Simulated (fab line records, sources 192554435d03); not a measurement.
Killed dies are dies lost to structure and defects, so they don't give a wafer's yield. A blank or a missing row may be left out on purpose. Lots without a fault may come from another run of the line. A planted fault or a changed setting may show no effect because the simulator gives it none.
A struck lot beside a sound one | flow n5_finfet | 35 steps out of a route of 1938
Sound: wafers L658.1, L658.2, L658.6. Struck: wafers L643.1, L643.3, L643.4. The cause comes at the end.
At each step with rows: each side's tool, then ch and its chambers, then its first start. Under that, the readings that differ: sound wafers | struck wafers | difference of the means | sigmas: that difference in standard deviations of wafers without a fault.
alike: readings whose means differ by less than 2 such deviations, and words and numbers that are the same on both sides. not compared: withheld readings, readings that some wafer has no value for, bounds like >300 that may hide the same value, and numbers for which the record gives no deviation and whose values overlap.
The two part at a step that has a row with sigmas, a row that says differs or no value, or rows on one side only. Numbers that don't overlap but have no deviation are shown without sigmas and don't part them. A reading that every wafer of one side lacks parts them only if that side has two wafers or more.

first, 11 steps without rows for these wafers: N5_BEOL_M13_ETCH_68 (etches SOC in N2/H2, time 355 s); N5_BEOL_M13_STRIP_69 (strips in N2/H2); N5_BEOL_M13_TRENCH_ETCH_34 (etches SiOC in C4F8/O2/Ar, target depth 413.47 nm, time 162.6 s); N5_BEOL_M13_STRIP_70 (strips in C4F8/O2/Ar); N5_BEOL_M13_STRIP_37 (strips in N2/H2); N5_BEOL_M13_ETCH_38 (etches SiCN in CF4/N2, target depth 67.5 nm, time 71.9 s); N5_BEOL_M13_PRECLEAN_39 (cleans in residue remover, time 60 s); N5_BEOL_M13_SRD_40 (time 30 s, dry time 30 s); N5_BEOL_M13_DEGAS_41 (time 60 s); N5_BEOL_M13_PRE_CLEAN_42 (time 30 s); N5_BEOL_M13_SPUTTER_43 (material TaN, target thk 15 nm, time 24.19 s).
N5_BEOL_M13_SPUTTER_44: material Ta, target thk 10 nm, time 16.13 s.
  sound on pvd_sputter-01, day 17 00:22; struck on pvd_sputter-01, day 12 22:32
  alike: cathode_dc_power_W, throttle_valve_pct
then, 22 steps without rows for these wafers: N5_BEOL_M13_SPUTTER_45 (material Cu, target thk 80 nm, time 13.33 s); N5_BEOL_M13_ECD_47 (material Cu, target thk 936 nm); N5_BEOL_M13_ANNEAL_48 (time 90 s); N5_BEOL_M13_CMP_49 (polishes, stops on SiOC, t overpolish 17.1 s, target thk 420 nm); N5_BEOL_M13_PRE_CLEAN_52 (time 15 s); N5_BEOL_M13_DEP_53 (deposits SiCN from 3MS/NH3, target thk 50 nm, time 17.8 s); N5_BEOL_M14_ILD_DEP_00 (deposits SiO2 from TEOS/O2, target thk 1119.3 nm, time 237.4 s); N5_BEOL_M14_COAT_58 (time 60 s, resist thk 89 nm); N5_BEOL_M14_COAT_04 (resist thk 800 nm); N5_BEOL_M14_EBR_06; N5_BEOL_M14_SOFTBAKE_05 (time 60 s); N5_BEOL_M14_EXPOSE_07 (exposes mask V13); N5_BEOL_M14_PEB_08 (peb time 90 s); N5_BEOL_M14_DEVELOP_09 (develop time 45 s); N5_BEOL_M14_HARDBAKE_14 (time 120 s); N5_BEOL_M14_DESCUM_15 (chemistry O2, time 7.9 s); N5_BEOL_M14_ETCH_59 (etches BARC in N2/H2, target depth 89 nm, overetch 26.7 nm, time 67.9 s); N5_BEOL_M14_VIA_ETCH_16 (etches SiO2 in C4F8/O2/Ar, target depth 1231.3 nm); N5_BEOL_M14_STRIP_63 (strips in O2); N5_BEOL_M14_STRIP_64 (strips in O2); N5_BEOL_M14_STRIP_71 (strips in post etch residue remover, time 60 s); N5_BEOL_M14_SRD_72 (time 30 s, dry time 30 s).
N5_PASSIVATION_PROBE_49:
  the record has rows for the struck wafers here (prober-01, day 14 02:20) and none for the sound ones

WHERE THEY PART
Only at N5_PASSIVATION_PROBE_49, within this record.

WHY: what the simulator had put in
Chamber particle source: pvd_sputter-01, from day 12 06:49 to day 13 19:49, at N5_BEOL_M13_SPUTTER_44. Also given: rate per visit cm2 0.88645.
